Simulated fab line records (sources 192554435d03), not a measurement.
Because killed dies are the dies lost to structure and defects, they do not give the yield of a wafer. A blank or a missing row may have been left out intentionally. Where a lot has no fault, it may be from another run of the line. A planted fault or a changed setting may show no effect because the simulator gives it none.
fab line records | flow n5_finfet
record: lots: 4 | wafers: 12 | last_day: 19
route steps=1938 shown DUMMY_GATE@212 BEOL_M4@1111
lots untouched by any fault: they come from a run of this same line in which no faults occurred
start_h: the number of hours between the record's first day and the start of the first shown wafer of the lot | wait_h: hours from the lot's prior step to this one | " unchanged from the row above | L1.1+2: one row covering several wafers at once | - no value present, or no start provided | * or withheld: withheld | < > ~ a bound
route shown NAME@n: a module of which the file shows steps, and the number in the route of the first | usual: mean and standard deviation over wafers with no fault | same: alike in all rows | chamber/n: place in a boat | sites: each site's reading | _std_site: the values' standard deviation | _edge_site: outer sites' mean less inner sites' | radius_mm: for every site, how far away it sits from the centre of the wafer | mask NAME#n: copy n | behind: the last tool/chamber to shape the wafer | hold: what put the lot on hold/how long, in hours/how the hold closed | device: transistor that didn't switch, given as n, p or np | end of line: at the end of the route, the tests of the same wafers | a step with no rows: only its recipe | killed: count of dies lost to structure and defects at first sort (not the wafer's yield) | map: a wafer's dies, marking killed ones x, the rest . and places with no die _
set.NAME: setting as actually run; set.NAME@STEP: the setting as run at that earlier step | model.NAME: the simulator's own value behind a step, which no gauge read
lots at some steps of the route; a table a step, a row a wafer
services: from which hour (start_h, from the record's first day; less than 0 if before it) a tool's chamber was out of use, for how many hours, and why
== steps ==
step: N5_DUMMY_GATE_PRECLEAN_00
recipe: chemistry: O3/DIW | time_s: 60 | temp_c: 22 | o3_ppm: 10
step: N5_DUMMY_GATE_SRD_01
recipe: time_s: 30 | temp_c: 23 | rinse_liquid: diw | dry: ipa_marangoni
step: N5_DUMMY_GATE_ALD_02
recipe: material: SiO2 | target_thk_a: 20 | temp_c: 300 | ald_precursor_family: BDEAS | ald_co_reactant: O2-plasma | pulse_time_s: 1 | pressure_torr: 2
step: N5_DUMMY_GATE_CVD_03
recipe: material: a-Si | target_thk_a: 1500 | temp_c: 530 | precursor: SiH4 | time_s: 8042
step: N5_DUMMY_GATE_PRECLEAN_46
recipe: chemistry: DIW | time_s: 89.5 | temp_c: 23
step: N5_DUMMY_GATE_SRD_47
recipe: dry_time_s: 32 | dry: n2_spin | spin_rpm: 1500
step: N5_DUMMY_GATE_CMP_04
recipe: material: a-Si | post_cmp_clean: alkaline_brush
step: N5_DUMMY_GATE_HM_DEP_06
recipe: material: SiNx | target_thk_a: 800 | precursor: DCS/NH3 | temp_c: 700 | pressure_mtorr: 300 | time_s: 5141
step: N5_DUMMY_GATE_PECVD_30
recipe: material: SiO2 | target_thk_a: 550 | temp_c: 400 | precursor: TEOS/O2 | pressure_torr: 6.5 | rf_w: withheld | teos_flow_sccm: withheld | gas: O2 | flow_sccm: 2650 | time_s: 10.8
step: N5_DUMMY_GATE_COAT_34
recipe: resist: SOC | temp_c: 250 | time_s: 60 | spin_rpm: 1500 | resist_thk_nm: 60
step: N5_DUMMY_GATE_COAT_35
recipe: resist: SiARC | temp_c: 220 | time_s: 60 | spin_rpm: 1500 | resist_thk_nm: 10
usual: heater_power_total_W: 427.8/2 | spin_speed_rpm: 1500.0/1.1
lot.wafer | tool           | chamber | start_h | wait_h | heater_power_total_W | spin_speed_rpm | model.SiARC_of_DUMMY_GATE_COAT_35.thk_nm
L140.1    | litho_track-03 | 0       | 60.38   | -      | 426.2                | 1499.7         | 10
L140.4    | "              | 0       | "       | "      | 429.2                | 1500.0         | 10
L140.6    | "              | 0       | "       | "      | 425.8                | 1499.4         | 10
L159.1    | litho_track-03 | 0       | 172.79  | -      | 426.1                | 1652.0         | 9.6
L159.3    | "              | 0       | "       | "      | 430.8                | 1650.2         | 9.6
L159.6    | "              | 0       | "       | "      | 430.7                | 1649.5         | 9.6
L160.1    | litho_track-01 | 0       | 176.39  | -      | 430.0                | 1498.5         | 10
L160.2    | "              | 0       | "       | "      | 424.3                | 1499.2         | 10
L160.6    | "              | 0       | "       | "      | 425.8                | 1501.3         | 10
L161.2    | litho_track-03 | 0       | 182.63  | -      | 431.0                | 1651.2         | 9.6
L161.5    | "              | 0       | "       | "      | 430.9                | 1652.3         | 9.6
L161.6    | "              | 0       | "       | "      | 427.3                | 1652.6         | 9.6
step: N5_DUMMY_GATE_COAT_28
recipe: resist: underlayer | temp_c: 205 | time_s: 60 | spin_rpm: 1500 | resist_thk_nm: 10
step: N5_DUMMY_GATE_COAT_09
recipe: resist: CAR-EUV | spin_rpm: 1500 | resist_thk_nm: 30
step: N5_DUMMY_GATE_EBR_11
recipe: solvent: PGMEA | ebr_width_mm: 1.5
step: N5_DUMMY_GATE_SOFTBAKE_10
recipe: temp_c: 110 | time_s: 60 | resist: CAR-EUV
step: N5_DUMMY_GATE_EXPOSE_12
recipe: mask_id: GATE | na: 0.33 | source_shape: annular | sigma_inner: 0.2 | sigma_outer: 0.6 | polarization: unpolarized | target_cd_nm: 25 | dose_mj: 34
step: N5_DUMMY_GATE_PEB_13
recipe: peb_temp_c: 100 | peb_time_s: 60 | resist: CAR-EUV
step: N5_DUMMY_GATE_DEVELOP_14
recipe: develop_time_s: 30 | developer: TMAH | resist: CAR-EUV | rinse_liquid: surfactant_rinse | dry: air_spin | dev_temp_c: 23
step: N5_DUMMY_GATE_DESCUM_20
recipe: chemistry: O2 | time_s: 6.2 | source_power_w: 50 | bias_power_w: 20 | pressure_mtorr: 20 | rf_frequency_hz: 2.712e+07 | temp_c: 40 | resist: CAR-EUV | o2_flow_sccm: 225
step: N5_DUMMY_GATE_ETCH_29
recipe: chemistry: N2/H2 | target: underlayer | target_depth_a: 130 | ion_energy_ev: 200 | pressure_mtorr: 30 | source_w: 840 | bias_w: 150 | n2_flow_sccm: 200 | h2_flow_sccm: 200
step: N5_DUMMY_GATE_ETCH_36
recipe: chemistry: CF4 | target: SiARC | target_depth_a: 130 | pressure_mtorr: 40 | source_w: 545 | bias_w: 36 | Ar_flow_sccm: 100 | cf4_flow_sccm: 100 | ion_energy_ev: 80
step: N5_DUMMY_GATE_ETCH_37
recipe: chemistry: N2/H2 | target: SOC | target_depth_a: 600 | overetch_a: 300 | temp_c: 40 | ion_energy_ev: 200 | pressure_mtorr: 30 | source_w: 840 | bias_w: 150 | n2_flow_sccm: 200 | h2_flow_sccm: 200
usual: drypump_motor_current_A: 5.8/0.34 | oes_product_au: 0.61/0.067 | rf_fwd_power_W: 831/4 | rf_vpp_V: 524.8/2.5 | showerhead_plenum_p_Torr: 2.57/0.088 | throttle_valve_pct: 17.90/0.22
lot.wafer | tool        | chamber | start_h | wait_h | drypump_motor_current_A | oes_product_au | rf_fwd_power_W | rf_hours_counter_h | rf_vpp_V | showerhead_plenum_p_Torr | throttle_valve_pct | model.SiARC_of_DUMMY_GATE_COAT_35.thk_nm
L140.1    | rie_diel-02 | 2       | 61.18   | 0.0    | 6.2                     | 0.57           | 834            | 184                | 524.5    | 2.54                     | 17.76              | 5.2
L140.4    | "           | 2       | "       | "      | 6.2                     | 0.56           | 832            | -                  | 523.5    | 2.54                     | 17.77              | 5.2
L140.6    | "           | 0       | "       | "      | 5.5                     | 0.63           | 826            | -                  | 527.2    | 2.66                     | 18.18              | 5.2
L159.1    | rie_diel-02 | 0       | 173.45  | 0.0    | 5.5                     | 0.60           | 827            | 159                | 529.1    | 2.64                     | 18.21              | 4.6
L159.3    | "           | 2       | "       | "      | 6.2                     | 0.55           | 832            | 210                | 521.9    | 2.53                     | 17.80              | 4.6
L159.6    | "           | 1       | "       | "      | 5.7                     | 0.74           | 832            | -                  | 524.5    | 2.60                     | 17.54              | 4.4
L160.1    | rie_diel-01 | 0       | 177.76  | 0.0    | 6.4                     | 0.68           | 832            | 49                 | 524.9    | 2.60                     | 18.06              | 4.8
L160.2    | "           | 3       | "       | "      | 5.9                     | 0.68           | 833            | 53                 | 525.1    | 2.57                     | 17.71              | 4.8
L160.6    | "           | 3       | "       | "      | 5.8                     | 0.68           | 832            | -                  | 526.3    | 2.57                     | 17.72              | 4.8
L161.2    | rie_diel-02 | 3       | 183.30  | 0.0    | 6.3                     | 0.71           | 835            | 26                 | 527.6    | 2.70                     | 17.74              | 4.6
L161.5    | "           | 3       | "       | "      | 6.2                     | 0.71           | 834            | -                  | 528.1    | 2.70                     | 17.73              | 4.4
L161.6    | "           | 0       | "       | "      | 5.5                     | 0.60           | 828            | -                  | 526.7    | 2.64                     | 18.20              | 4.8
step: N5_DUMMY_GATE_STRIP_38
recipe: chemistry: N2/H2 | temp_c: 40 | n2_flow_sccm: 200 | h2_flow_sccm: 200 | rf_frequency_hz: 6e+07
step: N5_BEOL_M4_RC_MEAS_101
usual: DIBL_N: 36.0/2.2 | DIBL_P: 36.2/2.4 | IOFF_N: 0.16/0.035 | IOFF_P: 0.21/0.037 | ION_N: 672/13 | ION_P: 461/7 | SS_N: 71.4/0.69 | SS_P: 73.2/0.75 | VT_N: 250/3.4 | VT_P: -251/3
lot.wafer | tool      | chamber | start_h | wait_h | DIBL_N[mV/V] | DIBL_P[mV/V] | IOFF_N[nA/um] | IOFF_P[nA/um] | ION_N[uA/um] | ION_P[uA/um] | SS_N[mV/dec] | SS_P[mV/dec] | VT_N[mV] | VT_P[mV]
L140.1    | prober-01 | 0       | 202.39  | 0.0    | 38.2         | 37.7         | 0.19          | 0.24          | 680          | 462          | 71.8         | 74.0         | 246      | -247
L140.4    | "         | 0       | "       | "      | 36.0         | 35.7         | 0.15          | 0.21          | 675          | 462          | 71.6         | 73.1         | 248      | -253
L140.6    | "         | 0       | "       | "      | 35.5         | 33.4         | 0.13          | 0.17          | 665          | 453          | 71.6         | 72.9         | 251      | -254
L159.1    | prober-02 | 0       | 333.77  | 0.0    | 37.3         | 34.7         | 0.16          | 0.23          | 680          | 469          | 71.4         | 72.3         | 247      | -246
L159.3    | "         | 0       | "       | "      | 38.3         | 36.8         | 0.18          | 0.26          | 691          | 480          | 71.2         | 74.1         | 248      | -245
L159.6    | "         | 0       | "       | "      | 37.3         | 34.7         | 0.16          | 0.22          | 675          | 466          | 71.4         | 72.6         | 250      | -246
L160.1    | prober-02 | 0       | 338.03  | 0.0    | 31.7         | 32.4         | 0.11          | 0.14          | 658          | 455          | 70.7         | 72.2         | 257      | -258
L160.2    | "         | 0       | "       | "      | 32.4         | 33.1         | 0.11          | 0.15          | 669          | 459          | 70.8         | 72.2         | 255      | -256
L160.6    | "         | 0       | "       | "      | 31.6         | 31.1         | 0.11          | 0.13          | 657          | 447          | 70.8         | 71.9         | 253      | -255
L161.2    | prober-01 | 0       | 341.25  | 0.2    | 38.0         | 36.8         | 0.19          | 0.22          | 691          | 470          | 71.4         | 73.7         | 244      | -248
L161.5    | "         | 0       | "       | "      | 38.4         | 37.7         | 0.18          | 0.24          | 679          | 466          | 71.6         | 73.9         | 247      | -250
L161.6    | "         | 0       | "       | "      | 39.5         | 40.4         | 0.24          | 0.29          | 702          | 484          | 72.3         | 74.4         | 245      | -247
== services ==
tool        | chamber | start_h | hours | kind
rie_diel-02 | 3       | 58.21   | -     | clean
rie_diel-02 | 3       | 58.21   | -     | consumable_replace:focus_ring
rie_diel-02 | 3       | 58.21   | -     | consumable_replace:showerhead
rie_diel-02 | 3       | 58.21   | 20.1  | scheduled_down
rie_diel-02 | 3       | 58.21   | 20.1  | vent_cycle
rie_diel-01 | 3       | 78.87   | 5.7   | repair
rie_diel-02 | 1       | 138.98  | -     | clean
rie_diel-02 | 1       | 138.98  | -     | consumable_replace:focus_ring
rie_diel-02 | 1       | 138.98  | 11.9  | scheduled_down
rie_diel-02 | 1       | 138.98  | 11.9  | vent_cycle
rie_diel-01 | 3       | 144.44  | 4.0   | repair
rie_diel-01 | 2       | 168.39  | -     | clean
rie_diel-01 | 2       | 168.39  | -     | consumable_replace:focus_ring
rie_diel-01 | 2       | 168.39  | -     | consumable_replace:showerhead
rie_diel-01 | 2       | 168.39  | 21.4  | scheduled_down
rie_diel-01 | 2       | 168.39  | 21.4  | vent_cycle
rie_diel-02 | 2       | 177.07  | 8.7   | repair
== key ==
first_sign: step: N5_DUMMY_GATE_COAT_35 | reading: spin_speed_rpm | direction: up | sigmas: 99+ | usual: * | struck: *
effect none on later readings
model_effect: step: N5_DUMMY_GATE_COAT_35 | value: SiARC_of_DUMMY_GATE_COAT_35.thk_nm | without: 10 | struck: 9.6
model_effect: step: N5_DUMMY_GATE_ETCH_37 | value: SiARC_of_DUMMY_GATE_COAT_35.thk_nm | without: 5.067 | struck: 4.567
met_at N5_DUMMY_GATE_COAT_35
struck_wafers L159.1,L159.3,L159.6,L161.2,L161.5,L161.6
onset_between 60.38 172.79
fault: kind: process_parameter_drift | tool: litho_track-03 | chamber: - | onset_h: 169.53 | steps: N5_DUMMY_GATE_COAT_35 | channel: spin_rpm | offset: * | shape: step | end_h: 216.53 | acts_in: * | stated: *
